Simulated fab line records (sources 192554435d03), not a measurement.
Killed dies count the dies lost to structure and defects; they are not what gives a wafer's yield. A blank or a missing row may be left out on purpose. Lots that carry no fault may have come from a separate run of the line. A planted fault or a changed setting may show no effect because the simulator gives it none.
Split-lot study :: flow n5Finfet :: 21 wafers read from 7 lots, route of 1938 steps

ABOUT THE SPLIT
At N5_DUMMY_GATE_COAT_28 (time 60 s, resist thk 10 nm), the setting spinRpm was moved away from the recipe's 1500 rpm on 6 of the 21 wafers read, by -8.1% to -3.0%. The other wafers ran this setting at the recipe's value.

The reading comes from the split's own step.

THE READING
underlayer_of_DUMMY_GATE_COAT_28.thkNm (the simulator's own value, which no gauge read), in nm, at N5_DUMMY_GATE_COAT_28 (time 60 s, resist thk 10 nm). No usual value for it is given in the file.

wafer: L074.1
tool, chamber at the split: lithoTrack-03, 0
spinRpm as run, rpm: 1500
against the recipe: recipe
underlayer_of_DUMMY_GATE_COAT_28.thkNm, nm: 10
against lot-mates on the recipe: -

wafer: L074.4
tool, chamber at the split: lithoTrack-03, 0
spinRpm as run, rpm: 1500
against the recipe: recipe
underlayer_of_DUMMY_GATE_COAT_28.thkNm, nm: 10
against lot-mates on the recipe: -

wafer: L074.5
tool, chamber at the split: lithoTrack-03, 0
spinRpm as run, rpm: 1500
against the recipe: recipe
underlayer_of_DUMMY_GATE_COAT_28.thkNm, nm: 10
against lot-mates on the recipe: -

wafer: L077.1
tool, chamber at the split: lithoTrack-01, 0
spinRpm as run, rpm: 1419
against the recipe: -5.4%
underlayer_of_DUMMY_GATE_COAT_28.thkNm, nm: 10.2
against lot-mates on the recipe: +0.2

wafer: L077.3
tool, chamber at the split: lithoTrack-01, 0
spinRpm as run, rpm: 1500
against the recipe: recipe
underlayer_of_DUMMY_GATE_COAT_28.thkNm, nm: 10
against lot-mates on the recipe: -

wafer: L077.6
tool, chamber at the split: lithoTrack-01, 0
spinRpm as run, rpm: 1419
against the recipe: -5.4%
underlayer_of_DUMMY_GATE_COAT_28.thkNm, nm: 10.4
against lot-mates on the recipe: +0.4

wafer: L076.1
tool, chamber at the split: lithoTrack-04, 0
spinRpm as run, rpm: 1500
against the recipe: recipe
underlayer_of_DUMMY_GATE_COAT_28.thkNm, nm: 10
against lot-mates on the recipe: -

wafer: L076.2
tool, chamber at the split: lithoTrack-04, 0
spinRpm as run, rpm: 1500
against the recipe: recipe
underlayer_of_DUMMY_GATE_COAT_28.thkNm, nm: 10
against lot-mates on the recipe: -

wafer: L076.3
tool, chamber at the split: lithoTrack-04, 0
spinRpm as run, rpm: 1500
against the recipe: recipe
underlayer_of_DUMMY_GATE_COAT_28.thkNm, nm: 10
against lot-mates on the recipe: -

wafer: L078.2
tool, chamber at the split: lithoTrack-01, 0
spinRpm as run, rpm: 1500
against the recipe: recipe
underlayer_of_DUMMY_GATE_COAT_28.thkNm, nm: 10
against lot-mates on the recipe: -

wafer: L078.6
tool, chamber at the split: lithoTrack-01, 0
spinRpm as run, rpm: 1500
against the recipe: recipe
underlayer_of_DUMMY_GATE_COAT_28.thkNm, nm: 10
against lot-mates on the recipe: -

wafer: L078.3
tool, chamber at the split: lithoTrack-01, 0
spinRpm as run, rpm: 1418
against the recipe: -5.5%
underlayer_of_DUMMY_GATE_COAT_28.thkNm, nm: 10.2
against lot-mates on the recipe: +0.2

wafer: L081.1
tool, chamber at the split: lithoTrack-03, 0
spinRpm as run, rpm: 1455
against the recipe: -3.0%
underlayer_of_DUMMY_GATE_COAT_28.thkNm, nm: 10.2
against lot-mates on the recipe: +0.2

wafer: L081.3
tool, chamber at the split: lithoTrack-03, 0
spinRpm as run, rpm: 1455
against the recipe: -3.0%
underlayer_of_DUMMY_GATE_COAT_28.thkNm, nm: 10.2
against lot-mates on the recipe: +0.2

wafer: L081.4
tool, chamber at the split: lithoTrack-03, 0
spinRpm as run, rpm: 1500
against the recipe: recipe
underlayer_of_DUMMY_GATE_COAT_28.thkNm, nm: 10
against lot-mates on the recipe: -

wafer: L085.1
tool, chamber at the split: lithoTrack-01, 0
spinRpm as run, rpm: 1500
against the recipe: recipe
underlayer_of_DUMMY_GATE_COAT_28.thkNm, nm: 10
against lot-mates on the recipe: -

wafer: L085.4
tool, chamber at the split: lithoTrack-01, 0
spinRpm as run, rpm: 1500
against the recipe: recipe
underlayer_of_DUMMY_GATE_COAT_28.thkNm, nm: 10
against lot-mates on the recipe: -

wafer: L085.5
tool, chamber at the split: lithoTrack-01, 0
spinRpm as run, rpm: 1500
against the recipe: recipe
underlayer_of_DUMMY_GATE_COAT_28.thkNm, nm: 10
against lot-mates on the recipe: -

wafer: L088.1
tool, chamber at the split: lithoTrack-03, 0
spinRpm as run, rpm: 1500
against the recipe: recipe
underlayer_of_DUMMY_GATE_COAT_28.thkNm, nm: 10
against lot-mates on the recipe: -

wafer: L088.2
tool, chamber at the split: lithoTrack-03, 0
spinRpm as run, rpm: 1500
against the recipe: recipe
underlayer_of_DUMMY_GATE_COAT_28.thkNm, nm: 10
against lot-mates on the recipe: -

wafer: L088.3
tool, chamber at the split: lithoTrack-03, 0
spinRpm as run, rpm: 1378
against the recipe: -8.1%
underlayer_of_DUMMY_GATE_COAT_28.thkNm, nm: 10.4
against lot-mates on the recipe: +0.4

THE FIT
A straight line over all 21 wafers: underlayer_of_DUMMY_GATE_COAT_28.thkNm changes by -0.0504 nm for each +1% of spinRpm; r = -0.95; the points scatter about the line by 0.041 nm.
The same after taking each lot's own level away (the mean of its wafers on the recipe; 21 wafers): -0.0504 nm for each +1%; r = -0.95; scatter 0.041 nm.
On that fit, the largest move of spinRpm shifts the reading by 0.41 nm.
The lots' own levels span 10.00 to 10.00 nm.
The two slopes agree, so the slope changes little with the lot-to-lot level.
Check: for one of the wafers moved furthest among these (-8.1%), held out of the fit, the line's prediction against its lot-mates is +0.422 nm. It came out at +0.4 nm against them.

OTHER SPLITS ON THESE WAFERS
Other splits were also applied to these wafers ahead of the reading. Each is held against what the fit with the lots' levels taken away leaves over:
other split on the same wafers: N5_FIN_CUT_ETCH_21 timeS
wafers away from the commonest value: 3
r with underlayer_of_DUMMY_GATE_COAT_28.thkNm (lot level and that fit taken away): -0.03

FILE'S OWN FIT
underlayer_of_DUMMY_GATE_COAT_28.thkNm changes by -0.0489 nm for each +1% of spinRpm, r = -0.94.
